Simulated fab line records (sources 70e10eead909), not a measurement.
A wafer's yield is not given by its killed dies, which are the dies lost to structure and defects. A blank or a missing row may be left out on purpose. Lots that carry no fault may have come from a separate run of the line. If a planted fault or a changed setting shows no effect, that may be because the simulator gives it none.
Matching of chambers    flow nand_harc    NHARC_P_BONDPAD_ETCH_37 on rie_diel-12 has 4 sister chambers
The step etches the open film in N2/H2, target depth 60 nm, overetch 18 nm, time 65.91 s. 4 wafers are shown with their chamber, then 9 later ones without.

== WAFERS PAIRED WITH THEIR CHAMBERS ==
wafer   chamber  drypump_motor_current_A (A)
L085.1  0        5.6
L086.1  3        5.4
L086.2  2        4.8
L086.5  1        5.5

== WAFERS WITH NO CHAMBER GIVEN ==
wafer   drypump_motor_current_A (A)
L087.2  5.4
L087.5  5.5
L087.6  4.9
L091.1  5.4
L091.2  4.8
L091.3  5.5
L094.1  5.5
L094.3  5.4
L094.6  5.5

== CHAMBER TAKEN BY EACH ==
wafer    from the rows above   in truth
L087.2   3                     3
L087.5   1                     1
L087.6   2                     2
L091.1   3                     3
L091.2   2                     2
L091.3   1                     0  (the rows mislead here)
L094.1   1                     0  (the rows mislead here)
L094.3   3                     3
L094.6   1                     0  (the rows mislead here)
Correct placement for 6 of the 9. Not placeable from these rows: 0. Wrongly placed: 3.
How it was worked out, from the rows above alone: a wafer's distance from a chamber is the root of the sum, over the readings, of the square of ((its reading less the chamber's mean) divided by the reading's scatter). The wafer belongs to the nearest chamber; if the next one is less than 2 further off, it can't be placed. The mean given for a chamber averages the wafers shown for that chamber. The scatter: with one shown wafer a chamber, the root of the mean of the squares of how far each hidden wafer lies from its nearest shown one.
